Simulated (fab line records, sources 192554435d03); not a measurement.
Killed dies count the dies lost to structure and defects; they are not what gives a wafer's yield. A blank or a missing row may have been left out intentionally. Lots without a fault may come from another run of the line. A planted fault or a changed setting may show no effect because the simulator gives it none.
Chamber matching / flow n5Finfet / N5_SD_EPI_N_ETCH_35 on rieDiel-01 has 4 sister chambers
The step etches SOC in N2/H2, overetch 108 nm, time 486 s. 20 wafers are shown with their chamber, then 10 later ones without.

WAFERS WITH THEIR CHAMBER
wafer=L075.3; chamber=3; throttleValvePct (%)=24.4; drypumpMotorCurrentA (A)=5.5; showerheadPlenumPTorr (Torr)=2.57
wafer=L075.4; chamber=0; throttleValvePct (%)=23.3; drypumpMotorCurrentA (A)=5.3; showerheadPlenumPTorr (Torr)=2.58
wafer=L075.6; chamber=1; throttleValvePct (%)=24.1; drypumpMotorCurrentA (A)=6.0; showerheadPlenumPTorr (Torr)=2.47
wafer=L079.1; chamber=2; throttleValvePct (%)=24.1; drypumpMotorCurrentA (A)=6.3; showerheadPlenumPTorr (Torr)=2.61
wafer=L079.4; chamber=1; throttleValvePct (%)=24.1; drypumpMotorCurrentA (A)=6.0; showerheadPlenumPTorr (Torr)=2.47
wafer=L079.6; chamber=0; throttleValvePct (%)=23.3; drypumpMotorCurrentA (A)=5.2; showerheadPlenumPTorr (Torr)=2.57
wafer=L083.3; chamber=3; throttleValvePct (%)=24.4; drypumpMotorCurrentA (A)=5.5; showerheadPlenumPTorr (Torr)=2.57
wafer=L083.5; chamber=3; throttleValvePct (%)=24.4; drypumpMotorCurrentA (A)=5.5; showerheadPlenumPTorr (Torr)=2.57
wafer=L083.6; chamber=0; throttleValvePct (%)=23.3; drypumpMotorCurrentA (A)=5.2; showerheadPlenumPTorr (Torr)=2.57
wafer=L084.3; chamber=0; throttleValvePct (%)=23.3; drypumpMotorCurrentA (A)=5.3; showerheadPlenumPTorr (Torr)=2.57
wafer=L084.4; chamber=2; throttleValvePct (%)=24.1; drypumpMotorCurrentA (A)=6.3; showerheadPlenumPTorr (Torr)=2.60
wafer=L084.5; chamber=1; throttleValvePct (%)=24.1; drypumpMotorCurrentA (A)=6.0; showerheadPlenumPTorr (Torr)=2.46
wafer=L089.4; chamber=1; throttleValvePct (%)=24.1; drypumpMotorCurrentA (A)=6.0; showerheadPlenumPTorr (Torr)=2.46
wafer=L089.5; chamber=1; throttleValvePct (%)=24.1; drypumpMotorCurrentA (A)=6.0; showerheadPlenumPTorr (Torr)=2.46
wafer=L089.6; chamber=2; throttleValvePct (%)=24.1; drypumpMotorCurrentA (A)=6.3; showerheadPlenumPTorr (Torr)=2.60
wafer=L090.3; chamber=3; throttleValvePct (%)=24.5; drypumpMotorCurrentA (A)=5.5; showerheadPlenumPTorr (Torr)=2.56
wafer=L090.4; chamber=2; throttleValvePct (%)=24.1; drypumpMotorCurrentA (A)=6.3; showerheadPlenumPTorr (Torr)=2.60
wafer=L090.5; chamber=1; throttleValvePct (%)=24.1; drypumpMotorCurrentA (A)=6.0; showerheadPlenumPTorr (Torr)=2.46
wafer=L091.1; chamber=1; throttleValvePct (%)=24.1; drypumpMotorCurrentA (A)=6.0; showerheadPlenumPTorr (Torr)=2.46
wafer=L091.2; chamber=3; throttleValvePct (%)=24.5; drypumpMotorCurrentA (A)=5.5; showerheadPlenumPTorr (Torr)=2.56

SIGNATURES (means of the wafers above)
reading=throttleValvePct; chamber 0=23.300; chamber 1=24.100; chamber 2=24.100; chamber 3=24.440; scatter within a chamber=0.0274
reading=drypumpMotorCurrentA; chamber 0=5.250; chamber 1=6.000; chamber 2=6.300; chamber 3=5.500; scatter within a chamber=0.025
reading=showerheadPlenumPTorr; chamber 0=2.5725; chamber 1=2.4629; chamber 2=2.6025; chamber 3=2.5660; scatter within a chamber=0.00508
Rule: distance of a wafer from a chamber = root of the sum over the readings of ((wafer's reading minus chamber's mean) / reading's scatter) squared. The wafer belongs to the nearest chamber; if the next one is less than 2 further off, it can't be placed. How the scatter is found: for the shown wafers, subtract from each reading the mean of its chamber, square and add these, divide the total by (wafers less chambers), then take the root.

WAFERS MISSING THEIR CHAMBER
wafer=L091.5; throttleValvePct (%)=23.3; drypumpMotorCurrentA (A)=5.2; showerheadPlenumPTorr (Torr)=2.56
wafer=L092.1; throttleValvePct (%)=24.1; drypumpMotorCurrentA (A)=6.3; showerheadPlenumPTorr (Torr)=2.60
wafer=L092.2; throttleValvePct (%)=24.1; drypumpMotorCurrentA (A)=6.0; showerheadPlenumPTorr (Torr)=2.46
wafer=L092.3; throttleValvePct (%)=23.3; drypumpMotorCurrentA (A)=5.2; showerheadPlenumPTorr (Torr)=2.56
wafer=L093.1; throttleValvePct (%)=24.5; drypumpMotorCurrentA (A)=5.6; showerheadPlenumPTorr (Torr)=2.56
wafer=L093.2; throttleValvePct (%)=24.1; drypumpMotorCurrentA (A)=6.3; showerheadPlenumPTorr (Torr)=2.60
wafer=L093.3; throttleValvePct (%)=23.4; drypumpMotorCurrentA (A)=5.3; showerheadPlenumPTorr (Torr)=2.56
wafer=L095.1; throttleValvePct (%)=24.1; drypumpMotorCurrentA (A)=6.0; showerheadPlenumPTorr (Torr)=2.45
wafer=L095.2; throttleValvePct (%)=24.5; drypumpMotorCurrentA (A)=5.5; showerheadPlenumPTorr (Torr)=2.56
wafer=L095.3; throttleValvePct (%)=24.1; drypumpMotorCurrentA (A)=6.3; showerheadPlenumPTorr (Torr)=2.59

WHICH CHAMBER EACH WENT THROUGH
wafer=L091.5; from the rows above=0; in truth=0
wafer=L092.1; from the rows above=2; in truth=2
wafer=L092.2; from the rows above=1; in truth=1
wafer=L092.3; from the rows above=0; in truth=0
wafer=L093.1; from the rows above=3; in truth=3
wafer=L093.2; from the rows above=2; in truth=2
wafer=L093.3; from the rows above=0; in truth=0
wafer=L095.1; from the rows above=1; in truth=1
wafer=L095.2; from the rows above=3; in truth=3
wafer=L095.3; from the rows above=2; in truth=2
Placed correctly: 10 of 10. Number that these rows cannot place: 0. Wrongly placed: 0.
